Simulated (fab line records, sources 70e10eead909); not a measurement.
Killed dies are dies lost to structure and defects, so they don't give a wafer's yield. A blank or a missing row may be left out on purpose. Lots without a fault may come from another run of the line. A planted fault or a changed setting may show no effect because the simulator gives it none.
Which tool did it? | flow nand_harc | 6 lots, 17 wafers sampled, at 5 steps of a route of 1159

WHAT THE GAUGES READ, wafer by wafer
NHARC_END_SORT_01.
lot  | measured     | on        | killed_at_array
L769 | day 25 11:40 | prober-02 | 21 509

WHICH TOOL RAN EACH LOT (tool, then ch and the chambers of the sampled wafers, then the start)
lot  | NHARC_A_STAIRCASE_CMP_450     | NHARC_A_STAIRCASE_CMP_152     | NHARC_A_SGD_CUT_ETCH_15                       | NHARC_A_SGD_CUT_ETCH_16
L759 | cmp-02 ch 0,1,2, day 14 00:23 | cmp-02 ch 0,1,2, day 14 00:27 | rie_diel-04 ch 2,3, day 14 03:46 or earlier   | rie_diel-04 ch 1,3, day 14 03:46
L760 | cmp-04 ch 0,2,3, day 14 14:04 | cmp-04 ch 0,2,3, day 14 14:08 | rie_diel-01 ch 2,3, day 14 17:38              | rie_diel-01 ch 2,3, day 14 17:47
L765 | cmp-02 ch 1,2, day 15 18:19   | cmp-02 ch 1,2, day 15 18:23   | rie_diel-01 ch 1,2, day 15 21:45 or earlier   | rie_diel-01 ch 1,2, day 15 21:45
L769 | cmp-04 ch 0,1, day 16 19:49   | cmp-04 ch 0,1, day 16 19:53   | rie_diel-08 ch 2,3, day 16 23:15 or earlier   | rie_diel-08 ch 0,1, day 16 23:15
L773 | cmp-03 ch 2,3, day 17 16:56   | cmp-03 ch 2,3, day 17 17:01   | rie_diel-01 ch 0,1, day 17 20:26 or earlier   | rie_diel-01 ch 1,3, day 17 20:26
L777 | cmp-02 ch 0,2,3, day 18 11:43 | cmp-02 ch 0,2,3, day 18 11:48 | rie_diel-04 ch 0,2,3, day 18 16:58 or earlier | rie_diel-04 ch 1,2,3, day 18 16:58
- NHARC_A_STAIRCASE_CMP_450: polishes SiO2, target thk 200 nm.
- NHARC_A_STAIRCASE_CMP_152: polishes.
- NHARC_A_SGD_CUT_ETCH_15: etches the open film in CH3F/O2, target depth 75 nm, time 64.3 s.
- NHARC_A_SGD_CUT_ETCH_16: etches the open film in C4F8/O2/Ar, target depth 310.5 nm, time 155.2 s.

THE ANSWER, worked out from the rows above alone
Rule: what is usual is taken from the lots themselves. Put in order of their means at a reading, lots are off if they are a third of the lots or fewer, leave a main group of 4 or more, and stand apart from it by a gap of 3 or more times the standard deviation of the main group's means; of several such gaps the widest counts. A main group whose means are all the same, to the digits that the tables above print for the reading, isn't used. A lot without any number at a reading at which 4 lots or more have one is off too. The other lots that the step has rows for count as sound.
No lot is off at any reading shown: from this, nothing can be told.

WHAT THE SIMULATOR HAD PUT IN
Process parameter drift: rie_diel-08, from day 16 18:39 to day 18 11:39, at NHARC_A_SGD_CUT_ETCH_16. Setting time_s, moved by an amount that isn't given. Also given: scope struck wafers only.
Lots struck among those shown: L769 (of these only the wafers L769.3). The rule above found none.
